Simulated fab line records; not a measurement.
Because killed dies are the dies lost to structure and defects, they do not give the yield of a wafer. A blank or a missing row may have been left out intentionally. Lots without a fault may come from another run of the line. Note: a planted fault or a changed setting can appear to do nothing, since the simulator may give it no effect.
A struck lot beside a sound one || flow n5_finfet || 43 out of 1938 route steps
Sound: wafers L542.2, L542.3, L542.4. Struck: wafer L556.3. (L556.2, L556.5 of the same lot were not struck and are left out.) The cause comes at the end.
Each step with rows lists, per side, the tool, then ch with its chambers, then its first start. Under that, the readings that differ: sound wafers || struck wafers || difference of the means || sigmas: that difference in standard deviations of wafers without a fault.
alike: a reading whose means differ by less than 2 such deviations, as well as words and numbers matching on both sides. not compared: withheld readings; readings where some wafer has no value; bounds like >300 that might hide an equal value; numbers whose values overlap and for which the record gives no deviation.
A row with sigmas, a row that says differs or no value, or rows on one side alone: a step with any of these is where the two part. When numbers do not overlap yet have no deviation, they are printed without sigmas and do not part them. A reading missing from all wafers of one side parts the sides only when that side holds two or more wafers.

N5_BEOL_M2_INSPECT_30: inspects for defects (brightfield).
  sound: defect_inspect-01 at day 7 14:14; struck: defect_inspect-02 at day 11 10:06
  alike: raw_defect_count
then, 8 steps without rows for these wafers: N5_BEOL_M2_DESCUM_33 (chemistry O2, time 7 s); N5_BEOL_M2_ETCH_77 (etches underlayer in N2/H2, target depth 6.5 nm, time 5.2 s); N5_BEOL_M2_ETCH_69 (etches SiARC in CF4, target depth 15.6 nm, time 26 s); N5_BEOL_M2_ALD_98 (deposits SiO2, target thk 2.5 nm, pulse time 1 s, co reactant pulse time 1 s); N5_BEOL_M2_ETCHBACK_99 (etches SiO2 in CHF3, target depth 5 nm, time 10.4 s); N5_BEOL_M2_ETCH_70 (etches SOC in N2/H2, target depth 80 nm, overetch 24 nm, time 130 s); N5_BEOL_M2_STRIP_71 (strips in N2/H2); N5_BEOL_M2_STRIP_78 (strips in N2/H2).
N5_BEOL_M2_VIA_ETCH_34: etches the open film in C4F6/O2, target depth 69.4 nm, time 65.9 s.
  sound on rie_diel-03 ch 0,2,3, day 7 16:05; struck on rie_diel-03 ch 2, day 11 16:28
{"reading": "C4F6_flow_sccm (sccm)", "sound": "10.01 10.02 9.94", "struck": 10.06, "difference": "+0.07", "sigmas": "+2"}
  alike: bias_w, drypump_motor_current_A, oes_product_au, rf_vpp_V, showerhead_plenum_p_Torr, throttle_valve_pct
  not compared: rf_hours_counter_h
then, 2 steps without rows for these wafers: N5_BEOL_M2_STRIP_83 (strips in C4F6/O2); N5_BEOL_M2_STRIP_36 (strips in N2/H2).
N5_BEOL_M2_TRENCH_ETCH_37: etches SiOC in C4F6/O2, target depth 55.555 nm, time 29.2 s.
  sound on rie_diel-03 ch 0,2,3, day 7 16:11; struck on rie_diel-03 ch 2, day 11 16:34
{"reading": "bias_w (W)", "sound": "184.4 184.9 184.7", "struck": 185.7, "difference": "+1.0", "sigmas": "+2"}
  alike: C4F6_flow_sccm, drypump_motor_current_A, oes_product_au, rf_vpp_V, showerhead_plenum_p_Torr, throttle_valve_pct
  not compared: rf_hours_counter_h
then, 2 steps without rows for these wafers: N5_BEOL_M2_ETCH_41 (etches SiCN in CH3F/O2, target depth 29.9 nm, time 52.5 s); N5_BEOL_M2_STRIP_97 (strips in N2/H2, time 10 s).
N5_BEOL_M2_OCD_MEAS_38:
  sound: ocd-02 at day 7 16:21; struck: ocd-02 at day 11 16:43
  alike: trench_depth_nm
then, 4 steps without rows for these wafers: N5_BEOL_M2_HM_STRIP_39 (strips TiN in peroxide tin strip, target depth 25 nm, time 158 s); N5_BEOL_M2_SRD_40 (time 30 s); N5_BEOL_M2_PRECLEAN_42 (cleans in residue remover, time 60 s); N5_BEOL_M2_SRD_43 (time 30 s).
N5_BEOL_M2_CD_MEAS_35: target cd 18 nm, target cd y 22.2 nm.
  sound: cd_sem-01 at day 7 16:30; struck: cd_sem-01 at day 11 16:53
  alike: cd_nm
then, 12 steps without rows for these wafers: N5_BEOL_M2_DEGAS_44 (time 60 s); N5_BEOL_M2_PRE_CLEAN_45 (time 30 s); N5_BEOL_M2_ALD_84 (deposits TaN, pulse time 2 s, purge time 3 s, co reactant purge time 2 s); N5_BEOL_M2_SURFACE_TREAT_85; N5_BEOL_M2_CVD_47 (deposits Co from CCTBA/H2, target thk 3 nm, time 223.8 s); N5_BEOL_M2_SPUTTER_48 (material Cu, target thk 4.5 nm, time 8.29 s); N5_BEOL_M2_ANNEAL_49 (time 240 s); N5_BEOL_M2_SPUTTER_79 (material Cu, target thk 4.5 nm, time 8.29 s); N5_BEOL_M2_ANNEAL_80 (time 240 s); N5_BEOL_M2_SPUTTER_81 (material Cu, target thk 4.5 nm, time 8.29 s); N5_BEOL_M2_ANNEAL_82 (time 240 s); N5_BEOL_M2_SPUTTER_86 (material Cu, target thk 4.5 nm, time 8.29 s).
N5_BEOL_M2_ANNEAL_87: time 240 s.
  sound: pvd_sputter-01 at day 7 19:42; struck: pvd_sputter-03 at day 11 18:28
  alike: heater_power_w
then, 2 steps without rows for these wafers: N5_BEOL_M2_SPUTTER_88 (material Cu, target thk 4.5 nm, time 8.29 s); N5_BEOL_M2_ANNEAL_89 (time 240 s).
N5_BEOL_M2_SPUTTER_90: material Cu, target thk 4.5 nm, time 8.29 s.
  sound: pvd_sputter-01 at day 7 20:04; struck: pvd_sputter-03 at day 11 18:49
  alike: substrate_temp_c, throttle_valve_pct
N5_BEOL_M2_ANNEAL_91: time 240 s.
  sound: pvd_sputter-01 at day 7 20:08; struck: pvd_sputter-03 at day 11 18:54
  alike: heater_power_w
N5_BEOL_M2_SPUTTER_92: material Cu, target thk 4.5 nm, time 8.29 s.
  sound: pvd_sputter-01 at day 7 20:17; struck: pvd_sputter-03 at day 11 19:02
  alike: substrate_temp_c, throttle_valve_pct
then, 3 steps without rows for these wafers: N5_BEOL_M2_ANNEAL_93 (time 240 s); N5_BEOL_M2_SPUTTER_94 (material Cu, target thk 4.5 nm, time 8.29 s); N5_BEOL_M2_ANNEAL_95 (time 240 s).
-- record jumps: 6 days separate the struck wafers' starts on either side; left off in module BEOL_M2, taken up again in module PASSIVATION, whose first shown step is the route's number 1936 --
N5_PASSIVATION_PROBE_49:
  rows exist in the record for the struck wafers here (prober-02, day 18 04:22), but not for the sound ones

## WHERE THEY PART
At N5_BEOL_M2_VIA_ETCH_34 first; at N5_PASSIVATION_PROBE_49 last (within this record only).

WHY: the cause the simulator had injected
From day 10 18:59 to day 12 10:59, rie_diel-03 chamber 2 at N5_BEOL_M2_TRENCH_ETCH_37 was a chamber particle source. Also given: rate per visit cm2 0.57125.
